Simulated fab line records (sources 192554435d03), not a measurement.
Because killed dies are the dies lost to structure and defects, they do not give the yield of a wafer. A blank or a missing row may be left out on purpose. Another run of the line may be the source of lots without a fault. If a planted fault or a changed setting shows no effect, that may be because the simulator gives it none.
fab line records | flow n5Finfet
record lots=5 wafers=13 lastDay=19
route steps=1938 shown BEOL_M4@1099 BEOL_M5@1112 BEOL_M12@1653 PASSIVATION@1936
lots with no fault: from the same line, run without faults
startH: start of the lot's first displayed wafer, in hours after the record's first day | waitH: hours elapsed since this lot's preceding step | " repeats the value in the row above | L1.1+2: one row covering several wafers at once | - no value, or no start was given | * or withheld: withheld | < > ~ a bound
route shown NAME@n: NAME is a module with steps in the file, n the number in the route of the first one | usual: average and standard deviation across the fault-free wafers | same: alike in all rows | chamber/n: place in a boat | sites: readings site by site | _std_site: the standard deviation of these | _edge_site: the outer-site mean with the inner-site mean subtracted | radiusMm: for every site, how far away it sits from the centre of the wafer | mask NAME#n: copy n | behind: tool/chamber where the wafer was last shaped | hold: cause of the lot's hold/its duration in hours/its outcome | device: the transistor (n, p or np) that didn't switch | end of line: at the end of the route, the tests of the same wafers | a step with no rows: only its recipe | killed: dies lost to structure and defects at the first sort, not the wafer's yield | map: a wafer's dies, x killed, . not, _ none there
set.NAME: the setting that was run; set.NAME@STEP: the one run at that earlier step | model.NAME: the simulator's own value behind a step, which no gauge read
lots at some steps of the route; a table a step, a row a wafer
services: the hour from which a tool's chamber was out of use, counted from the record's first day as startH (under 0 if before that day), plus the number of hours and why
## steps
# step N5_BEOL_M4_ANNEAL_95
# recipe tempC=400 timeS=240 ambient=vacuum
# step N5_BEOL_M4_SPUTTER_96
# recipe material=Cu targetThkA=45 tempC=-20 chamberPressurePa=0.07 powerW=withheld timeS=8.29
# step N5_BEOL_M4_ECD_50
# recipe material=Cu targetThkA=3000
# step N5_BEOL_M4_ANNEAL_51
# recipe tempC=225 timeS=90 ambient=N2
# step N5_BEOL_M4_CMP_52
# recipe stopOn=SiOC tOverpolishS=6.8 downForcePsi=1 platenRpm=50 clearingPlatenDownForcePsi=1.5 clearingPlatenRpm=50 postCmpClean=cuAlkaline targetThkNm=40 clearingPlatenPadVelocityMS=0.99484 padVelocityMS=0.99484
# step N5_BEOL_M4_PRE_CLEAN_60
# recipe gas=NH3/H2 timeS=15 tempC=* rfPowerW=300
# step N5_BEOL_M4_CO_CAP_55
# recipe material=Co targetThkA=20 tempC=200 precursor=CCTBA/H2 pressureTorr=30 timeS=102.1
# step N5_BEOL_M4_PRE_CLEAN_56
# recipe gas=NH3 timeS=15 tempC=withheld rfPowerW=300
# step N5_BEOL_M4_DEP_57
# recipe material=SiCN targetThkA=80 tempC=withheld precursor=3MS/NH3 pressureTorr=3 rfW=202 timeS=14
# step N5_BEOL_M4_RC_MEAS_101
# usual DIBL_N=36.3/1.6 DIBL_P=36.4/2.1 IOFF_N=0.16/0.032 IOFF_P=0.22/0.044 ION_N=675/12 ION_P=463/8.3 SS_N=71.6/0.64 SS_P=73.3/0.67 VT_N=250/3.3 VT_P=-250/3.7
# columns lot.wafer tool chamber startH waitH DIBL_N[mV/V] DIBL_P[mV/V] IOFF_N[nA/um] IOFF_P[nA/um] ION_N[uA/um] ION_P[uA/um] SS_N[mV/dec] SS_P[mV/dec] VT_N[mV] VT_P[mV]
L712.2 prober-01 0 219.13 0.2 37.4 38.4 0.19 0.25 684 468 71.2 73.8 245 -248
L712.4 " 0 " " 37.6 38.7 0.18 0.24 682 468 72.0 73.3 249 -250
L712.6 " 0 " " 35.2 35.4 0.15 0.20 660 463 70.3 72.8 250 -250
L716.2 prober-01 0 254.86 0.2 37.6 37.0 0.17 0.28 682 475 72.1 72.7 250 -244
L716.3 " 0 " " 40.7 41.1 0.23 0.41 683 480 73.0 75.3 246 -240
L718.3 prober-01 0 284.60 0.3 37.5 37.7 0.17 0.24 667 459 71.5 73.5 251 -246
L718.6 " 0 " " 36.3 35.9 0.15 0.22 673 470 71.2 73.3 250 -250
L721.1 prober-01 0 291.12 0.0 37.7 38.8 0.21 0.25 681 462 72.8 74.3 245 -247
L721.2 " 0 " " 39.5 42.2 0.26 0.33 704 480 73.4 74.9 245 -244
L721.6 " 0 " " 36.5 38.8 0.19 0.25 693 476 72.3 73.4 247 -248
L729.4 prober-02 0 351.32 0.5 38.6 37.5 0.16 0.21 666 452 72.7 73.7 254 -253
L729.5 " 0 " " 37.3 37.4 0.15 0.22 668 458 71.8 73.0 251 -251
L729.6 " 0 " " 36.7 34.2 0.13 0.17 665 452 71.3 72.2 257 -254
# step N5_BEOL_M5_ILD_DEP_00
# recipe material=SiCOH_lowk targetThkA=1406.4 tempC=300 precursor=DEMS/porogen pressureTorr=5 rfW=500 timeS=25.9
# step N5_BEOL_M5_CURE_79
# recipe tempC=385 timeS=240 ambient=He/Ar material=SiCOH_lowk
# step N5_BEOL_M5_PECVD_70
# recipe material=SiO2 targetThkA=160 tempC=400 precursor=TEOS/O2 pressureTorr=5.5 rfW=450 teosFlowSccm=53.8 gas=O2 flowSccm=3000 timeS=18
# step N5_BEOL_M5_HM_DEP_02
# recipe material=TiN targetThkA=200 tempC=25 chamberPressurePa=0.49996
# step N5_BEOL_M5_COAT_59
# recipe resist=SOC tempC=250 timeS=60 spinRpm=1500 resistThkNm=60
# step N5_BEOL_M5_COAT_60
# recipe resist=SiARC tempC=220 timeS=60 spinRpm=1500 resistThkNm=12
# step N5_BEOL_M5_COAT_71
# recipe resist=underlayer tempC=205 timeS=60 spinRpm=1500 resistThkNm=5
# step N5_BEOL_M5_COAT_05
# recipe resist=CAR-EUV spinRpm=1500 resistThkNm=30
# step N5_BEOL_M5_EBR_07
# recipe solvent=PGMEA ebrWidthMm=1.5
# step N5_BEOL_M5_SOFTBAKE_06
# recipe tempC=110 timeS=60 resist=CAR-EUV
# step N5_BEOL_M5_EXPOSE_08
# recipe maskId=M5 na=0.33 sourceShape=annular sigmaInner=0.4 sigmaOuter=0.8 polarization=unpolarized targetCdNm=28 doseMj=35.75
# step N5_BEOL_M5_PEB_09
# recipe pebTempC=100 pebTimeS=60 resist=CAR-EUV
# step N5_BEOL_M5_DEVELOP_10
# recipe developTimeS=30 developer=TMAH resist=CAR-EUV rinseLiquid=surfactantRinse dry=airSpin devTempC=23
# step N5_BEOL_M5_DESCUM_16
# recipe chemistry=O2 timeS=7 sourcePowerW=50 biasPowerW=20 pressureMtorr=20 rfFrequencyHz=2.712e+07 tempC=40 resist=CAR-EUV o2FlowSccm=225
# step N5_BEOL_M5_ETCH_72
# recipe chemistry=N2/H2 target=underlayer targetDepthA=65 maskMaterial=CAR-EUV timeS=5.2 ionEnergyEv=200 pressureMtorr=30 sourceW=840 biasW=150 n2FlowSccm=200 h2FlowSccm=200 ends=cleared
# step N5_BEOL_M5_ETCH_61
# recipe chemistry=CF4 target=SiARC targetDepthA=156 maskMaterial=CAR-EUV timeS=26 ionEnergyEv=80 pressureMtorr=40 sourceW=545 biasW=36 Ar_flow_sccm=100 cf4FlowSccm=100 ends=cleared
# step N5_BEOL_M5_ETCH_62
# recipe chemistry=N2/H2 target=SOC targetDepthA=750 overetchA=150 maskMaterial=SiARC tempC=40 timeS=112.5 ionEnergyEv=200 pressureMtorr=30 sourceW=840 biasW=150 n2FlowSccm=200 h2FlowSccm=200
# step N5_BEOL_M5_STRIP_63
# recipe chemistry=N2/H2 tempC=40 n2FlowSccm=200 h2FlowSccm=200 rfFrequencyHz=6e+07
# step N5_BEOL_M5_STRIP_73
# recipe chemistry=N2/H2 tempC=40 n2FlowSccm=200 h2FlowSccm=200 rfFrequencyHz=6e+07
# step N5_BEOL_M5_STRIP_64
# recipe chemistry=CF4 resist=SiARC powerW=300 biasPowerW=75 pressureMtorr=50 cf4FlowSccm=150 rfFrequencyHz=6e+07
# step N5_BEOL_M5_HM_OPEN_17
# recipe chemistry=Cl2/BCl3 targetDepthA=200 overetchA=60 target=TiN maskMaterial=SOC ionEnergyEv=150 pressureMtorr=10 icpW=1000 biasW=126 Cl2_flow_sccm=53.25 bcl3FlowSccm=21.75 Ar_flow_sccm=25
# step N5_BEOL_M5_STRIP_19
# recipe chemistry=O2 powerW=400 tempC=40 pressureMtorr=30 rfFrequencyHz=6e+07 biasPowerW=0 overashFraction=0.2 o2FlowSccm=225
# step N5_BEOL_M5_COAT_65
# recipe resist=SOC tempC=250 timeS=60 spinRpm=1500 resistThkNm=60
# step N5_BEOL_M5_COAT_66
# recipe resist=SiARC tempC=220 timeS=60 spinRpm=1500 resistThkNm=12
# step N5_BEOL_M12_CMP_49
# recipe stopOn=SiOC tOverpolishS=20.6 downForcePsi=1 platenRpm=50 clearingPlatenDownForcePsi=1.5 clearingPlatenRpm=50 postCmpClean=cuAlkaline targetThkNm=320 clearingPlatenPadVelocityMS=0.99484 padVelocityMS=0.99484
# usual barrierFieldEndpointS=30.4/0.69 motorCurrentA=6.0/0.64 overpolishRunS=20.601/0.0093 padLifeWafers=1185/670 slurryFlowMlMin=150.0/0.45
# columns lot.wafer tool chamber startH waitH barrierFieldEndpointS motorCurrentA overpolishRunS padLifeWafers slurryFlowMlMin
L712.2 cmp-02 1 301.26 0.3 30.4 6.2 20.617 1238 150.3
L712.4 " 2 " " 30.0 6.5 20.621 1239 150.0
L712.6 " 3 " " 30.7 6.7 20.604 - 150.2
L716.2 cmp-02 2 337.28 0.2 30.3 6.3 20.590 1506 150.1
L716.3 " 1 " " 62.3 5.9 3.946 1509 149.5
L718.3 cmp-02 1 356.07 0.2 59.7 6.3 6.536 1704 149.6
L718.6 " 2 " " 60.1 6.4 6.122 - 150.0
L721.2 cmp-02 1 359.15 0.2 29.3 6.3 20.589 1741 150.6
L721.1 " 3 " " 30.3 6.9 20.597 1743 149.7
L721.6 " 1 " " 60.0 6.3 6.229 - 149.8
L729.4 cmp-04 3 424.57 0.1 30.9 6.9 20.610 2094 149.5
L729.6 " 3 " " 30.7 6.9 20.607 - 150.5
L729.5 " 0 " " 31.8 5.5 20.601 - 150.3
# step N5_BEOL_M12_THK_MEAS_50
# recipe thkMeasGauge=xrf reads=Cu_of_BEOL_M12_ECD_47
# usual M12_THK=319/5.5
# columns lot.wafer tool chamber startH waitH M12_THK[nm]
L712.2 filmMetro-02 - 301.48 - 315
L712.4 " - " " 323
L712.6 " - " " 315
L716.2 filmMetro-02 - 337.57 - 320
L716.3 " - " " 625
L718.3 filmMetro-02 - 356.36 - 616
L718.6 " - " " 599
L721.1 filmMetro-01 - 359.41 - 312
L721.2 " - " " 317
L721.6 " - " " 576
L729.4 filmMetro-02 - 424.86 - 326
L729.5 " - " " 321
L729.6 " - " " 327
# step N5_BEOL_M12_INSPECT_55
# recipe inspectInstrument=darkfield mode=postDep
# usual rawDefectCount=72/25
# columns lot.wafer tool chamber startH waitH rawDefectCount
L712.2 defectInspect-02 - 301.65 0.0 41
L712.4 " - " " 73
L712.6 " - " " 32
L716.2 defectInspect-01 - 337.72 0.0 102
L716.3 " - " " 4866
L718.3 defectInspect-01 - 356.51 0.0 4710
L718.6 " - " " 4829
L721.1 defectInspect-02 - 359.59 0.0 74
L721.2 " - " " 56
L721.6 " - " " 4720
L729.4 defectInspect-02 - 425.01 0.0 58
L729.5 " - " " 68
L729.6 " - " " 63
# step N5_PASSIVATION_PROBE_49
# usual defectLimitedYield=91.4/1.2 killed_at_M0_to_M3=35/11 killed_at_M4_up=14/6 killedAtContacts=12/6.7 killedAtFrontEnd=37/9.7 killedAtOther=3.5/2.5 killedDies=102/15 killedOnRim=13/3.6 killedOpen=67/12 killedShort=33/7.3 sort_bin_5_function=5.1/0.81 sort_bin_6_memory=3.2/0.65 sortNPass=1078/15 sortYieldPct=91.4/1.2
# same grossDies=1180 killedAtBackSide=0 sort_bin_4_leakage[%]=0 sort_bin_8_speed[%]=0
# columns lot.wafer tool chamber startH waitH defectLimitedYield[%] killed_at_M0_to_M3 killed_at_M4_up killedAtContacts killedAtFrontEnd killedAtOther killedDies killedOnRim killedOpen killedShort sort_bin_5_function[%] sort_bin_6_memory[%] sortNPass sortYieldPct[%]
L712.2 prober-01 - 343.01 0.1 90.8 20 17 32 35 4 108 10 82 26 5.3 3.7 1072 90.8
L712.4 prober-01 - 343.11 0.2 90.4 24 14 21 48 6 113 16 74 39 5.8 3.5 1067 90.4
L712.6 prober-01 - 343.21 0.3 91.5 21 18 19 39 3 100 14 64 36 5.4 2.7 1080 91.5
L716.2 prober-01 - 372.82 0.1 92.9 29 9 14 28 4 84 10 54 30 5.2 1.7 1096 92.9
L716.3 prober-01 - 372.87 0.1 0 38 1088 11 43 0 1180 152 68 32 5.5 2.9 0 0
L721.2 prober-02 - 389.69 0.1 90.6 34 29 5 38 5 111 12 84 27 6.0 3.1 1069 90.6
L721.6 prober-02 - 389.89 0.3 0 31 1097 18 29 5 1180 152 58 38 4.7 3.3 0 0
L718.3 prober-02 - 390.29 0.1 0 40 1086 13 40 1 1180 152 64 33 4.3 3.4 0 0
L718.6 prober-02 - 390.44 0.3 0 29 1096 9 43 3 1180 152 67 35 4.9 3.4 0 0
# killed by level:class
L712.2 MOL_CONTACT_COAG:geometricParticle:open=28 FIN_SAQP:geometricParticle:open=11 BEOL_M1:geometricParticle:open=7 BEOL_M4:geometricParticle:open=7 FIN_SAQP:geometricParticle:short=5 ILD0:geometricParticle:open=4 GATE_CUT:geometricParticle:short=4 MOL_CONTACT_COAG:geometricParticle:short=4
L712.4 FIN_SAQP:geometricParticle:short=16 MOL_CONTACT_COAG:geometricParticle:open=16 FIN_SAQP:geometricParticle:open=13 BEOL_M2:geometricParticle:open=9 STI_FIN_REVEAL:geometricParticle:open=7 MOL_CONTACT_COAG:geometricParticle:short=5 BEOL_M0:geometricParticle:open=5 BEOL_M5:geometricParticle:open=5
L712.6 FIN_SAQP:geometricParticle:short=15 MOL_CONTACT_COAG:geometricParticle:open=15 FIN_SAQP:geometricParticle:open=8 STI_FIN_REVEAL:geometricParticle:open=8 BEOL_M1:geometricParticle:open=7 BEOL_M0_SAQP:geometricParticle:short=5 BEOL_M6:geometricParticle:open=5 MOL_CONTACT_COAG:geometricParticle:short=4
L716.2 MOL_CONTACT_COAG:geometricParticle:open=12 FIN_SAQP:geometricParticle:short=10 BEOL_M0_SAQP:geometricParticle:open=10 STI_FIN_REVEAL:geometricParticle:open=9 BEOL_M0_SAQP:geometricParticle:short=8 BEOL_M2:geometricParticle:open=5 BEOL_M4:geometricParticle:open=4 BEOL_M5:geometricParticle:open=3
L716.3 BEOL_M12:areaCmp=1078 BEOL_M0_SAQP:geometricParticle:open=14 STI_FIN_REVEAL:geometricParticle:open=11 FIN_SAQP:geometricParticle:open=10 MOL_CONTACT_COAG:geometricParticle:open=8 BEOL_M0_SAQP:geometricParticle:short=8 FIN_SAQP:geometricParticle:short=6 BEOL_M1:geometricParticle:open=6
L721.2 BEOL_M4:geometricParticle:open=14 BEOL_M3:geometricParticle:open=11 FIN_SAQP:geometricParticle:open=10 DUMMY_GATE:geometricParticle:open=10 BEOL_M4:geometricParticle:short=5 GATE_CUT:geometricParticle:short=4 GATE_CUT:geometricParticle:open=4 MOL_CONTACT_COAG:geometricParticle:open=4
L721.6 BEOL_M12:areaCmp=1084 MOL_CONTACT_COAG:geometricParticle:open=13 FIN_SAQP:geometricParticle:short=5 DUMMY_GATE:geometricParticle:open=5 MOL_CONTACT_COAG:geometricParticle:short=5 BEOL_M3:geometricParticle:open=5 BEOL_M0_SAQP:geometricParticle:open=5 BEOL_M2:geometricParticle:open=5
L718.3 BEOL_M12:areaCmp=1083 MOL_CONTACT_COAG:geometricParticle:open=12 BEOL_M0_SAQP:geometricParticle:open=11 BEOL_M0_SAQP:geometricParticle:short=11 GATE_CUT:geometricParticle:short=9 STI_FIN_REVEAL:geometricParticle:open=7 STARTING-WAFER:geometricParticle:open=6 DUMMY_GATE:geometricParticle:open=5
L718.6 BEOL_M12:areaCmp=1078 STI_FIN_REVEAL:geometricParticle:open=11 FIN_SAQP:geometricParticle:short=10 BEOL_M3:geometricParticle:open=9 GATE_CUT:geometricParticle:short=7 MOL_CONTACT_COAG:geometricParticle:open=7 BEOL_M4:geometricParticle:open=7 BEOL_M7:geometricParticle:open=5
# map L716.3 (x killed, . not)
_________________xxxxxxxxxxxx________________
______________xxxxxxxxxxxxxxxxxx_____________
___________xxxxxxxxxxxxxxxxxxxxxxxx__________
__________xxxxxxxxxxxxxxxxxxxxxxxxxx_________
________xxxxxxxxxxxxxxxxxxxxxxxxxxxxxx_______
_______xxxxxxxxxxxxxxxxxxxxxxxxxxxxxxxx______
______xxxxxxxxxxxxxxxxxxxxxxxxxxxxxxxxxx_____
_____xxxxxxxxxxxxxxxxxxxxxxxxxxxxxxxxxxxx____
____xxxxxxxxxxxxxxxxxxxxxxxxxxxxxxxxxxxxxx___
___xxxxxxxxxxxxxxxxxxxxxxxxxxxxxxxxxxxxxxxx__
___xxxxxxxxxxxxxxxxxxxxxxxxxxxxxxxxxxxxxxxx__
__xxxxxxxxxxxxxxxxxxxxxxxxxxxxxxxxxxxxxxxxxx_
__xxxxxxxxxxxxxxxxxxxxxxxxxxxxxxxxxxxxxxxxxx_
_xxxxxxxxxxxxxxxxxxxxxxxxxxxxxxxxxxxxxxxxxxxx
_xxxxxxxxxxxxxxxxxxxxxxxxxxxxxxxxxxxxxxxxxxxx
_xxxxxxxxxxxxxxxxxxxxxxxxxxxxxxxxxxxxxxxxxxxx
_xxxxxxxxxxxxxxxxxxxxxxxxxxxxxxxxxxxxxxxxxxxx
_xxxxxxxxxxxxxxxxxxxxxxxxxxxxxxxxxxxxxxxxxxxx
_xxxxxxxxxxxxxxxxxxxxxxxxxxxxxxxxxxxxxxxxxxxx
_xxxxxxxxxxxxxxxxxxxxxxxxxxxxxxxxxxxxxxxxxxxx
_xxxxxxxxxxxxxxxxxxxxxxxxxxxxxxxxxxxxxxxxxxxx
__xxxxxxxxxxxxxxxxxxxxxxxxxxxxxxxxxxxxxxxxxx_
__xxxxxxxxxxxxxxxxxxxxxxxxxxxxxxxxxxxxxxxxxx_
___xxxxxxxxxxxxxxxxxxxxxxxxxxxxxxxxxxxxxxxx__
___xxxxxxxxxxxxxxxxxxxxxxxxxxxxxxxxxxxxxxxx__
____xxxxxxxxxxxxxxxxxxxxxxxxxxxxxxxxxxxxxx___
_____xxxxxxxxxxxxxxxxxxxxxxxxxxxxxxxxxxxx____
______xxxxxxxxxxxxxxxxxxxxxxxxxxxxxxxxxx_____
_______xxxxxxxxxxxxxxxxxxxxxxxxxxxxxxxx______
________xxxxxxxxxxxxxxxxxxxxxxxxxxxxxx_______
__________xxxxxxxxxxxxxxxxxxxxxxxxxx_________
___________xxxxxxxxxxxxxxxxxxxxxxxx__________
______________xxxxxxxxxxxxxxxxxx_____________
_________________xxxxxxxxxxxx________________
# map L718.3 (x killed, . not)
_________________xxxxxxxxxxxx________________
______________xxxxxxxxxxxxxxxxxx_____________
___________xxxxxxxxxxxxxxxxxxxxxxxx__________
__________xxxxxxxxxxxxxxxxxxxxxxxxxx_________
________xxxxxxxxxxxxxxxxxxxxxxxxxxxxxx_______
_______xxxxxxxxxxxxxxxxxxxxxxxxxxxxxxxx______
______xxxxxxxxxxxxxxxxxxxxxxxxxxxxxxxxxx_____
_____xxxxxxxxxxxxxxxxxxxxxxxxxxxxxxxxxxxx____
____xxxxxxxxxxxxxxxxxxxxxxxxxxxxxxxxxxxxxx___
___xxxxxxxxxxxxxxxxxxxxxxxxxxxxxxxxxxxxxxxx__
___xxxxxxxxxxxxxxxxxxxxxxxxxxxxxxxxxxxxxxxx__
__xxxxxxxxxxxxxxxxxxxxxxxxxxxxxxxxxxxxxxxxxx_
__xxxxxxxxxxxxxxxxxxxxxxxxxxxxxxxxxxxxxxxxxx_
_xxxxxxxxxxxxxxxxxxxxxxxxxxxxxxxxxxxxxxxxxxxx
_xxxxxxxxxxxxxxxxxxxxxxxxxxxxxxxxxxxxxxxxxxxx
_xxxxxxxxxxxxxxxxxxxxxxxxxxxxxxxxxxxxxxxxxxxx
_xxxxxxxxxxxxxxxxxxxxxxxxxxxxxxxxxxxxxxxxxxxx
_xxxxxxxxxxxxxxxxxxxxxxxxxxxxxxxxxxxxxxxxxxxx
_xxxxxxxxxxxxxxxxxxxxxxxxxxxxxxxxxxxxxxxxxxxx
_xxxxxxxxxxxxxxxxxxxxxxxxxxxxxxxxxxxxxxxxxxxx
_xxxxxxxxxxxxxxxxxxxxxxxxxxxxxxxxxxxxxxxxxxxx
__xxxxxxxxxxxxxxxxxxxxxxxxxxxxxxxxxxxxxxxxxx_
__xxxxxxxxxxxxxxxxxxxxxxxxxxxxxxxxxxxxxxxxxx_
___xxxxxxxxxxxxxxxxxxxxxxxxxxxxxxxxxxxxxxxx__
___xxxxxxxxxxxxxxxxxxxxxxxxxxxxxxxxxxxxxxxx__
____xxxxxxxxxxxxxxxxxxxxxxxxxxxxxxxxxxxxxx___
_____xxxxxxxxxxxxxxxxxxxxxxxxxxxxxxxxxxxx____
______xxxxxxxxxxxxxxxxxxxxxxxxxxxxxxxxxx_____
_______xxxxxxxxxxxxxxxxxxxxxxxxxxxxxxxx______
________xxxxxxxxxxxxxxxxxxxxxxxxxxxxxx_______
__________xxxxxxxxxxxxxxxxxxxxxxxxxx_________
___________xxxxxxxxxxxxxxxxxxxxxxxx__________
______________xxxxxxxxxxxxxxxxxx_____________
_________________xxxxxxxxxxxx________________
## services
# columns tool chamber startH hours kind
cmp-02 - 301.97 3.8 pm
cmp-04 - 387.88 4.0 repair
cmp-02 - 395.86 1.0 repair
cmp-02 - 398.48 3.4 repair
cmp-02 - 402.61 4.0 pm
cmp-02 - 406.61 - consumableReplace:conditioner
cmp-02 - 406.61 - consumableReplace:pad
cmp-04 - 412.46 0.5 repair
## key
firstSign step=N5_BEOL_M12_CMP_49 reading=overpolishRunS direction=down sigmas=99+ usual=20.601 struck=5.708
effect step=N5_BEOL_M12_CMP_49 reading=barrierFieldEndpointS direction=up sigmas=44 usual=30.4 struck=60.5
effect step=N5_BEOL_M12_THK_MEAS_50 reading=M12_THK direction=up sigmas=52 usual=319 struck=604
effect step=N5_BEOL_M12_INSPECT_55 reading=rawDefectCount direction=up sigmas=99+ usual=72 struck=4781
effect step=N5_PASSIVATION_PROBE_49 reading=killed_at_M4_up direction=up sigmas=99+ usual=14 struck=1092
moreKillsBornAt N5_BEOL_M12_CMP_49@cmp-02=4323
metAt N5_BEOL_M12_CMP_49
struckWafers L716.3,L718.3,L718.6,L721.6
laterRowsLeftOut L716.3,L718.3,L718.6,L721.6
onsetBetween 301.26 337.28
fault kind=processParameterDrift tool=cmp-02 chamber=- onsetH=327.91 steps=N5_BEOL_M12_CMP_49 channel=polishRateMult offset=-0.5 shape=step endH=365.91 scope=struckWafersOnly
# laterRowsLeftOut: the simulator's readings of these wafers behind a module that went badly wrong aren't trusted and aren't shown, but for the sort
